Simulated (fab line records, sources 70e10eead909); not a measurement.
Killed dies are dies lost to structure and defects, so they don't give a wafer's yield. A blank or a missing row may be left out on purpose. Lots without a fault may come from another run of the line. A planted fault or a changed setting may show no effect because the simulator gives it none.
Tool commonality check | flow nand_harc | 1 lot, 3 wafers sampled

WHY IT WAS OPENED
At NHARC_END_SORT_01 the reading killed_at_periphery is flagged on 1 of 1 lot. Wafers without a fault read 3.5, standard deviation 2.3.
Rule: a lot is flagged when every wafer of it that has a number lies more than 4 standard deviations from that mean, or none has a number. The other lots count as sound.

lot  | measured     | on        | killed_at_periphery, wafer by wafer | flag
L112 | day 30 04:50 | prober-02 | 597 589 608                         | FLAGGED
The numbers of the flagged lots are 598.0 on average: +594.5 against the usual, or +99 or more standard deviations.

WHICH TOOL RAN EACH LOT
The record holds 3 process steps before the reading, out of a route of 1302 steps. In each cell: the tool, then ch and the chambers that the sampled wafers went through, then the start.
lot  | flag    | NHARC_P_STI_ETCH_15           | NHARC_P_STI_CMP_21           | NHARC_P_GATE_EXPOSE_08
L112 | FLAGGED | rie_si-04 ch 0,1, day 8 06:33 | cmp-03 ch 0,1,2, day 9 02:59 | krf_scanner-03 ch 0, day 9 22:55
What these steps do:
- NHARC_P_STI_ETCH_15: etches the open film in HBr/Cl2, target depth 300 nm, time 100.1 s.
- NHARC_P_STI_CMP_21: polishes, t overpolish 20 s, target thk 380.67 nm.
- NHARC_P_GATE_EXPOSE_08: exposes mask P HV.
- NHARC_END_SORT_01

FLAGGED OVER TOTAL, TOOL BY TOOL (the gauges that took the reading come last)
step                   | tool           | lots run | flagged | share of the flagged lots | sound lots run after its first flagged lot
NHARC_P_STI_ETCH_15    | rie_si-04      | 1        | 1       | all                       | 0
NHARC_P_STI_CMP_21     | cmp-03         | 1        | 1       | all                       | 0
NHARC_P_GATE_EXPOSE_08 | krf_scanner-03 | 1        | 1       | all                       | 0
NHARC_END_SORT_01      | prober-02      | 1        | 1       | all                       | 0

WHAT THE TABLE ALLOWS
4 rows of the table ran every flagged lot: rie_si-04 at NHARC_P_STI_ETCH_15, cmp-03 at NHARC_P_STI_CMP_21, krf_scanner-03 at NHARC_P_GATE_EXPOSE_08, prober-02 at NHARC_END_SORT_01.
- rie_si-04 at NHARC_P_STI_ETCH_15: 1 of its 1 lot flagged. It ran no sound lot before its first flagged lot in this sample, so the start can't be narrowed down.
- cmp-03 at NHARC_P_STI_CMP_21: 1 of its 1 lot flagged. It ran no sound lot before its first flagged lot in this sample, so the start can't be narrowed down.
- krf_scanner-03 at NHARC_P_GATE_EXPOSE_08: 1 of its 1 lot flagged. It ran no sound lot before its first flagged lot in this sample, so the start can't be narrowed down.
- prober-02 at NHARC_END_SORT_01: 1 of its 1 lot flagged. It ran no sound lot before its first flagged lot in this sample, so the start can't be narrowed down.
Counting lots can't tell these 4 tools apart, because each fits a fault that began at some hour. More lots, or a look at what each step does to the wafer, might.

WHAT THE SIMULATOR HAD PUT IN
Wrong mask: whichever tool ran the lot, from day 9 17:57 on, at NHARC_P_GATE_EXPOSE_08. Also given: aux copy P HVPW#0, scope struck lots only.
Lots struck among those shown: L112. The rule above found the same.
